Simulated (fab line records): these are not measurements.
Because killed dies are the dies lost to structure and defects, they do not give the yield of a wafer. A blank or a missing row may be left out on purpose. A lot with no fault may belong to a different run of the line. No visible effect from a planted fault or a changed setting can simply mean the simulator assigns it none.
One fault through the eyes of 3 desks -- flow n5-finfet -- every desk sees just its own numbers, and what lay behind them comes last

AT THE METROLOGY DESK
Lot by lot, what the gauges showed, no matter which tool ran the lot: averages of those sampled wafers that carry a number. A lot is out of limits, marked OUT, if its mean lies more than 4 standard deviations from the usual mean; the brackets give that distance. Only the readings that lie furthest out on some lot appear, 7 of the 12 it has.
Columns: A = DIBL_N at N5_BEOL_M4_RC_MEAS_101, usual 36.3 mV/V; B = DIBL_P at N5_BEOL_M4_RC_MEAS_101, usual 36.3 mV/V; C = IOFF_N at N5_BEOL_M4_RC_MEAS_101, usual 0.16 nA/um; D = IOFF_P at N5_BEOL_M4_RC_MEAS_101, usual 0.21 nA/um; E = SS_P at N5_BEOL_M4_RC_MEAS_101, usual 73.3 mV/dec; F = VT_N at N5_BEOL_M4_RC_MEAS_101, usual 250 mV; G = VT_P at N5_BEOL_M4_RC_MEAS_101, usual -251 mV
lot,first seen here,A,B,C,D,E,F,G
L396,day 8 07:07,33.3,32.2,0.11,0.15,72.0,254,-255
L402,day 9 19:25,39.5,38.9,0.20,0.23,73.7,247,-251
L405,day 10 13:29,39.0,38.1,0.18,0.22,73.4,248,-251
L411,day 13 05:08,36.0,35.9,0.18,0.20,73.7,248,-251
L414,day 13 12:14,35.6,35.3,0.15,0.19,73.4,249,-252
L416,day 14 01:34,38.3,39.0,0.23,0.26,74.0,243,-246
Finding of this desk: none of the 6 lots has anything out of limits.

DESK OF THE TOOL OWNER: rie-diel-06
The tool's own readings at N5_BEOL_M4_ETCH_64 (etches SOC in N2/H2, target depth 75 nm, overetch 22.5 nm, time 121.9 s): means of the sampled wafers that have a number, for each lot that ran on this tool. A lot is out of limits, marked OUT, if its mean lies more than 4 standard deviations from the usual mean; the brackets give that distance.
Columns: A = bias-w at N5_BEOL_M4_ETCH_64, usual 150.0 W; B = drypump-motor-current-A at N5_BEOL_M4_ETCH_64, usual 5.7 A; C = oes-product-au at N5_BEOL_M4_ETCH_64, usual 0.55 a.u.; D = rf-vpp-V at N5_BEOL_M4_ETCH_64, usual 522.9 V; E = showerhead-plenum-p-Torr at N5_BEOL_M4_ETCH_64, usual 2.51 Torr; F = throttle-valve-pct at N5_BEOL_M4_ETCH_64, usual 17.9 %
lot,first seen here,A,B,C,D,E,F
L405,day 10 13:47,150.2,5.2,0.52,524.4,2.55,18.2
L411,day 13 05:24,120.1 (-66) OUT,5.1,0.51,454.5 (-27) OUT,2.54,18.3
L414,day 13 12:26,119.6 (-67) OUT,4.9,0.51,454.1 (-28) OUT,2.55,18.0
This desk's finding: out of limits on L411, L414; first on L411, day 13 05:24 (bias-w at N5_BEOL_M4_ETCH_64). In limits: L405.

THE DEFECT DESK
Lot by lot, what the route's inspections counted, given as the mean of those sampled wafers with a number. A lot is out of limits, marked OUT, if its mean lies more than 4 standard deviations from the usual mean; the brackets give that distance.
Columns: A = raw-defect-count at N5_BEOL_M4_INSPECT_13, usual 415
lot,first seen here,A
L396,day 8 07:12,524
L402,day 9 19:30,313
L405,day 10 13:35,372
L411,day 13 05:13,338
L414,day 13 12:20,332
L416,day 14 01:39,408
Finding of this desk: none of the 6 lots has anything out of limits.

BROUGHT TOGETHER
The tool owner's desk had the chance to raise an alarm at day 13 05:24 on L411, L414.
Metrology desk: nothing out of limits seen.
Nothing out of limits was seen by the defect desk.
The metrology desk holds a record of L411, L414, inside its limits.
The defect desk has L411, L414 on record, within its limits.
On rie-diel-06, each named lot ran N5_BEOL_M4_ETCH_64.

WHAT THE SIMULATOR PUT IN
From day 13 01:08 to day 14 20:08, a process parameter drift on rie-diel-06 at N5_BEOL_M4_ETCH_64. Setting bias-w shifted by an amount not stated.
Shown lots that were struck: L411, L414.
How many hours passed from the start of the fault until each desk's first out-of-limits reading: the tool owner's desk, 4.
